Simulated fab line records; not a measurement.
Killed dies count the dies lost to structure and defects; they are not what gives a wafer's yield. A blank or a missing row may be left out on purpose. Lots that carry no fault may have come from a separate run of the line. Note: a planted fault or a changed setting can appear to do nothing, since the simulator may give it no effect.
Split-lot study + flow n5Finfet + on a route of 1938 steps: 7 lots, 21 wafers read

## ON THE SPLIT
At N5_MOL_CONTACT_COAG_CONTACT_ETCH_14 (etches SiO2 in C4F6/O2, target depth 27.5 nm, overetch 8.5 nm, time 20 s), the setting sourceW was moved away from the recipe's 370 W on 3 of the 21 wafers read, by -12.5% to -6.6%. All remaining wafers had this setting at the recipe value.

The reading comes from the split's own step.

## THE READING
rfVppV, in V, at N5_MOL_CONTACT_COAG_CONTACT_ETCH_14 (etches SiO2 in C4F6/O2, target depth 27.5 nm, overetch 8.5 nm, time 20 s). On this fab line, fault-free wafers typically give 691 V with a standard deviation of 3.5 V.

| wafer  | tool, chamber at the split | sourceW as run, W | against the recipe | rfVppV, V | against lot-mates on the recipe |
|--------|----------------------------|-------------------|--------------------|-----------|---------------------------------|
| L076.2 | rieDiel-06, 3              | 345.4             | -6.6%              | 706       | +18                             |
| L076.3 | rieDiel-06, 0              | 370               | recipe             | 692       | -                               |
| L076.4 | rieDiel-06, 1              | 370               | recipe             | 685       | -                               |
| L080.1 | rieDiel-06, 2              | 370               | recipe             | 695       | -                               |
| L080.4 | rieDiel-06, 0              | 370               | recipe             | 692       | -                               |
| L080.6 | rieDiel-06, 2              | 323.9             | -12.5%             | 720       | +26                             |
| L081.2 | rieDiel-04, 1              | 370               | recipe             | 695       | -                               |
| L081.4 | rieDiel-04, 0              | 370               | recipe             | 696       | -                               |
| L081.5 | rieDiel-04, 1              | 370               | recipe             | 694       | -                               |
| L082.1 | rieDiel-05, 1              | 370               | recipe             | 689       | -                               |
| L082.2 | rieDiel-05, 3              | 370               | recipe             | 692       | -                               |
| L082.6 | rieDiel-05, 2              | 370               | recipe             | 692       | -                               |
| L088.2 | rieDiel-06, 2              | 370               | recipe             | 695       | -                               |
| L088.5 | rieDiel-06, 3              | 370               | recipe             | 692       | -                               |
| L088.6 | rieDiel-06, 0              | 370               | recipe             | 691       | -                               |
| L095.2 | rieDiel-06, 1              | 370               | recipe             | 684       | -                               |
| L095.3 | rieDiel-06, 2              | 370               | recipe             | 695       | -                               |
| L095.4 | rieDiel-06, 1              | 370               | recipe             | 684       | -                               |
| L097.2 | rieDiel-04, 3              | 332.7             | -10.1%             | 707       | +12                             |
| L097.4 | rieDiel-04, 2              | 370               | recipe             | 696       | -                               |
| L097.5 | rieDiel-04, 1              | 370               | recipe             | 694       | -                               |

THE FIT
A straight line over all 21 wafers: rfVppV changes by -1.99 V for each +1% of sourceW; r = -0.88; the points scatter about the line by 4 V.
The same after taking each lot's own level away (the mean of its wafers on the recipe; 21 wafers): -1.88 V for each +1%; r = -0.90; scatter 3.3 V.
According to that fit, moving sourceW by its largest amount changes the reading by 23 V.
Measured against the standard deviation above, the lots' own levels, which go from 687.7 to 695.0 V, span 2.1 times it.
The two slopes agree, so the slope changes little with the lot-to-lot level.
Check: for one of the wafers moved furthest among these (-12.5%), held out of the fit, the line's prediction against its lot-mates is +20.2 V. Against them it came out at +26.5 V.
Tool readings at the split's step, against how far the setting was moved: rfVppV r = -0.88.

## ADDITIONAL SPLITS CARRIED BY THESE WAFERS
Before the reading, these wafers also passed through other splits. Each is held against what the fit with the lots' levels taken away leaves over:
| other split on the same wafers     | wafers away from the commonest value | r with rfVppV (lot level and that fit taken away) |
|------------------------------------|--------------------------------------|---------------------------------------------------|
| N5_HKMG_FIN_ETCH_58 sourceW        | 10                                   | -0.14                                             |
| N5_GATE_CUT_COAT_34 spinRpm        | 8                                    | +0.05                                             |
| N5_GATE_CUT_COAT_27 spinRpm        | 7                                    | -0.15                                             |
| N5_MOL_CONTACT_COAG_ETCH_105 biasW | 3                                    | -0.26                                             |

## FILE'S OWN FIT
rfVppV changes by -1.92 V for each +1% of sourceW, r = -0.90.
